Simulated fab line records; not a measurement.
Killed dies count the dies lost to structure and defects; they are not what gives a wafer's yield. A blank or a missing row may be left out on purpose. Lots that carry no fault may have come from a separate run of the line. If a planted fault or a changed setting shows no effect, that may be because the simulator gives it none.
A lot that was struck, set against a sound lot :: flow n5Finfet :: 37 steps out of a route of 1938
Sound: wafers L694.2, L694.3, L694.4. Struck: wafers L701.1, L701.3, L701.4. At the end, the cause is stated.
Order at every step that has rows: each side's tool, ch and its chambers, its first start. Under that, the readings that differ: sound wafers :: struck wafers :: difference of the means :: sigmas: that difference in standard deviations of wafers without a fault.
alike: same words and numbers on both sides, and readings whose means sit less than 2 such deviations apart. not compared: any withheld reading, any reading some wafer has no value for, any bound like >300 that may hide the same value, and any number with overlapping values for which the record gives no deviation.
Wherever a step has rows on one side only, a row that says differs or no value, or a row with sigmas, the two part there. Numbers that have no deviation but don't overlap get no sigmas and don't part them. Lack of a reading on every wafer of one side parts them only where that side has two or more wafers.

first, 9 steps without rows for these wafers: N5_BEOL_M4_ANNEAL_95 (time 240 s); N5_BEOL_M4_SPUTTER_96 (material Cu, target thk 4.5 nm, time 8.29 s); N5_BEOL_M4_ECD_50 (material Cu, target thk 300 nm); N5_BEOL_M4_ANNEAL_51 (time 90 s); N5_BEOL_M4_CMP_52 (polishes, stops on SiOC, t overpolish 6.8 s, target thk 40 nm); N5_BEOL_M4_PRE_CLEAN_60 (time 15 s); N5_BEOL_M4_CO_CAP_55 (material Co, precursor CCTBA/H2, target thk 2 nm, time 102.1 s); N5_BEOL_M4_PRE_CLEAN_56 (time 15 s); N5_BEOL_M4_DEP_57 (deposits SiCN from 3MS/NH3, target thk 8 nm, time 14 s).
N5_BEOL_M4_RC_MEAS_101:
  sound on prober-02 ch 0, day 10 23:00; struck on prober-02 ch 0, day 11 22:07
  alike: DIBL_N, DIBL_P, IOFF_N, IOFF_P, ION_N, ION_P, SS_N, SS_P, VT_N, VT_P
then, 24 steps without rows for these wafers: N5_BEOL_M5_ILD_DEP_00 (deposits SiCOH lowk from DEMS/porogen, target thk 140.64 nm, time 25.9 s); N5_BEOL_M5_CURE_79 (cures SiCOH lowk, time 240 s); N5_BEOL_M5_PECVD_70 (deposits SiO2 from TEOS/O2, target thk 16 nm, time 18 s); N5_BEOL_M5_HM_DEP_02 (deposits TiN, target thk 20 nm); N5_BEOL_M5_COAT_59 (time 60 s, resist thk 60 nm); N5_BEOL_M5_COAT_60 (time 60 s, resist thk 12 nm); N5_BEOL_M5_COAT_71 (time 60 s, resist thk 5 nm); N5_BEOL_M5_COAT_05 (resist thk 30 nm); N5_BEOL_M5_EBR_07; N5_BEOL_M5_SOFTBAKE_06 (time 60 s); N5_BEOL_M5_EXPOSE_08 (exposes mask M5, target cd 28 nm); N5_BEOL_M5_PEB_09 (peb time 60 s); N5_BEOL_M5_DEVELOP_10 (develop time 30 s); N5_BEOL_M5_DESCUM_16 (chemistry O2, time 7 s); N5_BEOL_M5_ETCH_72 (etches underlayer in N2/H2, target depth 6.5 nm, time 5.2 s); N5_BEOL_M5_ETCH_61 (etches SiARC in CF4, target depth 15.6 nm, time 26 s); N5_BEOL_M5_ETCH_62 (etches SOC in N2/H2, target depth 75 nm, overetch 15 nm, time 112.5 s); N5_BEOL_M5_STRIP_63 (strips in N2/H2); N5_BEOL_M5_STRIP_73 (strips in N2/H2); N5_BEOL_M5_STRIP_64 (strips in CF4); N5_BEOL_M5_HM_OPEN_17 (chemistry Cl2/BCl3, target TiN, target depth 20 nm, overetch 6 nm); N5_BEOL_M5_STRIP_19 (strips in O2); N5_BEOL_M5_COAT_65 (time 60 s, resist thk 60 nm); N5_BEOL_M5_COAT_66 (time 60 s, resist thk 12 nm).
-- a jump in the record: the struck wafers' starts before and after are 3 days apart (it breaks off in module BEOL_M5 and resumes in module BEOL_M13, where the first step shown is number 1700 of the route) --
N5_BEOL_M13_ETCH_38: etches SiCN in CF4/N2, target depth 67.5 nm, time 71.9 s.
  sound on rieDiel-03 ch 0,3, day 13 17:19; struck on rieDiel-03 ch 2,3, day 15 02:25
  no value came back on the struck wafers for any of 8 readings (biasW (W), cf4FlowSccm (sccm) and others); on the sound wafers biasW (W) reads 69.63 70.07 70.03
reading: model.SiOC_of_BEOL_M13_ILD_DEP_00.thkNm (nm)
sound: 774.6 781.4 791.2
struck: 809 817.2 845
difference: +41
sigmas: 
  not compared: rfHoursCounterH
N5_BEOL_M13_CMP_49: polishes, stops on SiOC, t overpolish 17.1 s, target thk 420 nm.
  sound on cmp-04 ch 1,2,3, day 13 18:58; struck on cmp-04 ch 0,1,2, day 15 03:53
reading: model.SiOC_of_BEOL_M13_ILD_DEP_00.thkNm (nm)
sound: 764.6 771.4 781.2
struck: 799 807.2 835
difference: +41
sigmas: 
  alike: motorCurrentA
N5_PASSIVATION_PROBE_49:
  rows exist in the record for the struck wafers here (prober-02, day 16 05:55), but not for the sound ones

## WHERE THEY PART
Last at N5_PASSIVATION_PROBE_49 as far as this record goes, first at N5_BEOL_M13_ETCH_38.

WHY: the cause the simulator had injected
Entire step skipped (rieDiel-03, N5_BEOL_M13_ETCH_38), from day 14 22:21 onward. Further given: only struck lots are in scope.
